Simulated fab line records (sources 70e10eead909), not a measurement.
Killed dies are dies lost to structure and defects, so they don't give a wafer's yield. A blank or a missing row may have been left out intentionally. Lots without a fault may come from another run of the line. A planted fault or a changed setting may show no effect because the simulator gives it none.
Matching of chambers -- flow nand harc -- NHARC_A_STAIRCASE_DESCUM_291 on rie diel-01: 4 sister chambers
The step chemistry O2, time 3 s. 7 wafers are shown with their chamber, then 7 later ones without.

EACH WAFER AND ITS CHAMBER
wafer,chamber,drypump motor current A (A),oes product au (a.u.)
L082.4,1,5.9,0.966
L083.2,0,5.4,0.992
L086.2,2,5.7,0.998
L086.3,3,6.1,0.994
L086.5,0,5.4,0.992
L089.1,2,5.6,1.000
L089.3,3,6.1,0.996

WAFERS MISSING THEIR CHAMBER
wafer,drypump motor current A (A),oes product au (a.u.)
L089.4,5.4,0.990
L091.4,5.6,0.993
L091.5,6.0,0.997
L091.6,5.4,0.996
L093.1,6.1,0.990
L093.3,5.4,0.996
L093.4,5.4,0.981

WHICH CHAMBER EACH WENT THROUGH
wafer,from the rows above,in truth
L089.4,0,0
L091.4,can't be placed: 0 or 2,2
L091.5,3,3
L091.6,0,0
L093.1,3,3
L093.3,0,0
L093.4,0,0
6 of 7 placed correctly. Unplaceable from these rows: 1, with the true chamber sitting among the candidates in 1. Wrongly placed: 0.
How it was worked out, from the rows above alone: a wafer's distance from a chamber is the root of the sum, over the readings, of the square of ((its reading less the chamber's mean) divided by the reading's scatter). If the next closest chamber is less than 2 further off than the closest, the wafer can't be placed; otherwise it belongs to the closest. For every chamber, the mean is computed from those of its wafers that are shown. The scatter: take each reading less its chamber's mean, square it, sum over the shown wafers, divide by the number of wafers less the number of chambers, and take the root.
